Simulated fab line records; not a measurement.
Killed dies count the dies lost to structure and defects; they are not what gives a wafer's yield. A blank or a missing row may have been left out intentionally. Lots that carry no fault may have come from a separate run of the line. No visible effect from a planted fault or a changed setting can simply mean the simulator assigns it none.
What tool caused it? | flow nand-harc | 17 wafers from 6 lots sampled at 5 of the route's 1159 steps

== WHAT THE GAUGES READ, wafer by wafer ==
NHARC_A_ONON_D1_THK_MEAS_24: measures by ellipsometry.
lot  | measured     | on            | thk-nm (nm)
L342 | day 8 19:26  | film-metro-01 | 1008 1005 1004
L345 | day 9 06:38  | film-metro-02 | 1010 1011 1008
L353 | day 11 07:57 | film-metro-02 | 1570 1001
L355 | day 11 14:35 | film-metro-02 | 996 997 996
L359 | day 12 22:28 | film-metro-01 | 1008 1009 1008
L362 | day 13 21:19 | film-metro-02 | 1006 1003 1005

== WHAT TOOL EACH LOT RAN ON (gives the tool, then ch and the chambers of the sampled wafers, and finally the start) ==
lot  | NHARC_P_BONDPAD_DESCUM_11          | NHARC_P_BONDPAD_DEGAS_25     | NHARC_P_BONDPAD_ACTIVATE_29        | NHARC_A_ONON_D1_DEP_22
L342 | rie-diel-06 ch 1,2,3, day 7 05:54  | pvd-sputter-02, day 7 06:52  | rie-diel-06 ch 0,2,3, day 7 08:34  | pecvd-onon-03 ch 0, day 8 18:55
L345 | rie-diel-06 ch 0,3, day 7 14:53    | pvd-sputter-02, day 7 15:53  | rie-diel-06 ch 0,3, day 7 17:32    | pecvd-onon-02 ch 0, day 9 06:11
L353 | rie-diel-01 ch 0,1, day 9 19:23    | pvd-sputter-03, day 9 20:22  | rie-diel-08 ch 2,3, day 9 22:04    | pecvd-onon-02 ch 0, day 11 07:26
L355 | rie-diel-06 ch 0,1, day 10 01:18   | pvd-sputter-01, day 10 02:14 | rie-diel-08 ch 1,2, day 10 03:58   | pecvd-onon-03 ch 0, day 11 14:02
L359 | rie-diel-01 ch 0,1,3, day 11 07:10 | pvd-sputter-03, day 11 08:16 | rie-diel-06 ch 0,1,2, day 11 11:47 | pecvd-onon-03 ch 0, day 12 22:01
L362 | rie-diel-08 ch 1,2,3, day 12 00:17 | pvd-sputter-03, day 12 01:19 | rie-diel-08 ch 1,3, day 12 02:59   | pecvd-onon-03 ch 0, day 13 20:55
- NHARC_P_BONDPAD_DESCUM_11: chemistry O2, time 3 s.
- NHARC_P_BONDPAD_DEGAS_25: time 60 s.
- NHARC_P_BONDPAD_ACTIVATE_29: chemistry N2, time 60 s.
- NHARC_A_ONON_D1_DEP_22: target thk 1000 nm.

== THE ANSWER, worked out from the rows above alone ==
Rule: the lots themselves supply what counts as usual. Put in order of their means at a reading, lots are off if they are a third of the lots or fewer, leave a main group of 4 or more, and stand apart from it by a gap of 3 or more times the standard deviation of the main group's means; of several such gaps the widest counts. A main group whose means are all the same, to the digits that the tables above print for the reading, isn't used. A lot without any number at a reading at which 4 lots or more have one is off too. The other lots that the step has rows for count as sound.
Off: L353 (NHARC_A_ONON_D1_THK_MEAS_24, thk-nm). Main group: mean 1005 nm, sd 4.7.
A tool fits if, at a process step before that reading, it ran every lot that is off, and no sound lot after the first of them. Gauges at NHARC_A_ONON_D1_THK_MEAS_24: tried the same way as those tools. One candidate fits, namely pecvd-onon-02 at NHARC_A_ONON_D1_DEP_22. Its last sound lot is L345 (day 9 06:11), its first lot that is off L353 (day 11 07:26): a fault that began between those two fits.

== WHAT WAS PUT IN BY THE SIMULATOR ==
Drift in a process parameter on pecvd-onon-02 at NHARC_A_ONON_D1_DEP_22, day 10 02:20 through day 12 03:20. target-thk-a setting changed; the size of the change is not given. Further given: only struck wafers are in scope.
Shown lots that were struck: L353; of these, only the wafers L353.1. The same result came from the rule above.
